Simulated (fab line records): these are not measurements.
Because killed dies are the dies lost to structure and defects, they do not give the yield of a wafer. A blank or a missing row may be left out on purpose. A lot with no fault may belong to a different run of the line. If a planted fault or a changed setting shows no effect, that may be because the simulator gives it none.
Problem report in the 8D (eight disciplines) form, filled by code :: flow nandHarc :: the parts of the form that need people (team, actions taken, sign-off) are left out

== 1. THE ISSUE ==
At NHARC_P_M2_ETCH_15, oesProductAu averages 0.852 a.u. over 3 wafers from 2 lots, while fault-free wafers read 0.946 a.u., standard deviation 0.022. That is -4.3 standard deviations from the usual mean.
The step: etches the open film in C4F8/Ar, target depth 182.5 nm, time 91.2 s.
Earliest sighting: wafer L527.5 on rieDiel-02 at day 12 20:37. Wafers with a number at this step in the record: 18, from 6 lots. Rule for "out", or "out of limits": more than 4 standard deviations from the usual mean. Any other wafer with a number is counted as sound.

== 2. WHAT IT IS, WHAT IT ISN'T ==
question: which readings at this step
is: oesProductAu
is not: rfVppV

question: which lots
is: L527, L529
is not: L514, L519, L534, L535

question: which wafers of those lots
is: L527.5, L529.3, L529.5
is not: L527.2, L527.4, L529.2

question: read on which tools
is: rieDiel-02
is not: rieDiel-10, rieDiel-11

question: when
is: from day 12 20:37
is not: up to then (8 sound wafers); but 7 sound wafers of L529, L534, L535 came after

== 3. WHAT RULES OUT EACH SUSPECT ==
Counting: a tool at a process step up to the reading stays a suspect if it ran every lot that is out. Sound lots after the first of them don't rule it out here, since some wafers of a struck lot are sound.
- rieDiel-02 at NHARC_P_M2_DESCUM_14 (chemistry O2, time 3 s): kept. It ran every lot that is out, first L527 (day 12 20:26); its last sound lot up to then is L519 (day 9 11:25).
- rieDiel-02 at NHARC_P_M2_ETCH_15 (etches the open film in C4F8/Ar, target depth 182.5 nm, time 91.2 s): kept. It ran every lot that is out, first L527 (day 12 20:37); its last sound lot up to then is L519 (day 9 11:35). Its own readings are out on those wafers: oesProductAu.
The count leaves rieDiel-02 at NHARC_P_M2_ETCH_15 and rieDiel-02 at NHARC_P_M2_DESCUM_14.

== 4. THE CAUSE (what the simulator had put in) ==
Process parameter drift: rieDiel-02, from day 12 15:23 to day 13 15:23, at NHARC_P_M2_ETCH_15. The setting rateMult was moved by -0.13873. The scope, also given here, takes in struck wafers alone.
Counting leaves 2 suspects; this tool is one of them.

== 5. THE CHAIN OF EFFECTS, in route order ==
Each row: a reading where the mean over the struck wafers with a number is more than 3 standard deviations away from the usual. Scope: only readings with a usual standard deviation given in the record; hours: median across lots of the time from each lot's start at the first step in this table that gives one to its start at this step; sigmas: change in usual standard deviations.
hours: 0
step: NHARC_P_M2_ETCH_15
reading: oesProductAu
usual: 0.946 a.u.
on struck wafers: 0.852
change: -0.094
sigmas: -4.3
Its process steps:
- NHARC_P_M2_ETCH_15: etches the open film in C4F8/Ar, target depth 182.5 nm, time 91.2 s.
At these later measuring or inspecting steps, every struck wafer for which the step has a row has a number for every such reading, and none has moved that far: NHARC_P_M2_CD_MEAS_16, NHARC_P_M2_THK_MEAS_24, NHARC_P_M2_INSPECT_27, NHARC_P_BONDPAD_THK_MEAS_33.

== 6. HOW IT WOULD HAVE BEEN CAUGHT EARLIER ==
The fault began at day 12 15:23; the first out-of-limits reading in this record came at day 12 20:37, 5 hours later.
